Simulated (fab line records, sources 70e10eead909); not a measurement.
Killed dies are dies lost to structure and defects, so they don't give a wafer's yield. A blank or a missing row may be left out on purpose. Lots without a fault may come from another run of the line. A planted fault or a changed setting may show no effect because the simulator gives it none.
Problem report in the 8D (eight disciplines) form, filled by code | flow nand_harc | the parts of the form that need people (team, actions taken, sign-off) are left out

1. THE PROBLEM
thk_nm at NHARC_A_ONON_D1_THK_MEAS_05 reads a mean of 884 nm on 2 wafers of 2 lots; wafers without a fault read 1000 nm with a standard deviation of 9.1. That is -13 standard deviations from the usual mean.
The step: measures by ellipsometry.
First seen on wafer L390.6, day 15 09:50, on film_metro-01. The record holds 42 wafers of 14 lots with a number at this step. Rule for "out", or "out of limits": more than 4 standard deviations from the usual mean. The other wafers with a number count as sound.

2. WHAT IT IS AND WHAT IT IS NOT
question                    | is                | is not
which readings at this step | thk_nm            | -
which lots                  | L390, L391        | L372, L374, L375, L377, L378, L379, L380, L381, L383, L393, L394, L395
which wafers of those lots  | L390.6, L391.1    | L390.2, L390.5, L391.2, L391.4
read on which gauges        | film_metro-01     | film_metro-02
when                        | from day 15 09:50 | up to then (29 sound wafers); but 11 sound wafers of L391, L393, L394, L395 came after

3. SUSPECTS, AND WHAT RULES EACH OUT
Counting: a tool at a process step up to the reading stays a suspect if it ran every lot that is out. Sound lots after the first of them don't rule it out here, since some wafers of a struck lot are sound.
- the gauge at NHARC_A_ONON_D1_THK_MEAS_05: kept. All the wafers that are out were read on film_metro-01, and no step on other tools shows them out.
- rtp_anneal-02 at NHARC_P_BONDPAD_ANNEAL_28 (time 90 s): kept. It ran every lot that is out, first L390 (day 14 08:55); its last sound lot up to then is L383 (day 11 06:11).
- pecvd_onon-02 at NHARC_A_ONON_D1_DEP_03 (target thk 1000 nm): kept. It ran every lot that is out, first L390 (day 15 09:23); its last sound lot up to then is L381 (day 11 05:24).
Left after counting: rtp_anneal-02 at NHARC_P_BONDPAD_ANNEAL_28, pecvd_onon-02 at NHARC_A_ONON_D1_DEP_03, film_metro-01 at NHARC_A_ONON_D1_THK_MEAS_05.

4. THE CAUSE (what the simulator had put in)
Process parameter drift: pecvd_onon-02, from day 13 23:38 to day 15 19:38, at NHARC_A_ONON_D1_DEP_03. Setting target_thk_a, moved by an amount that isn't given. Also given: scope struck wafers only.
Counting left 3 suspects, and this tool is among them.

5. THE CHAIN OF EFFECTS, in route order
Each row: a reading whose mean over the struck wafers that have a number lies more than 3 standard deviations from the usual. Only readings for which the record gives a usual standard deviation are gone through. hours: the time from each lot's start at the first step in this table that gives one to its start at this step, as a median over the lots. sigmas: the change in usual standard deviations.
hours | step                        | reading | usual   | on struck wafers | change | sigmas
0     | NHARC_A_ONON_D1_THK_MEAS_05 | thk_nm  | 1000 nm | 884              | -116   | -13

6. WHAT WOULD HAVE CAUGHT IT SOONER
In this record the first reading out of limits at a measuring or inspecting step was taken at day 15 09:50, 34 hours after the fault began at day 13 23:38.
Of the lots that are out (2), L391 began NHARC_A_ONON_D1_DEP_03 on pecvd_onon-02 after day 15 09:50. A hold on the tool at that time would have spared it.
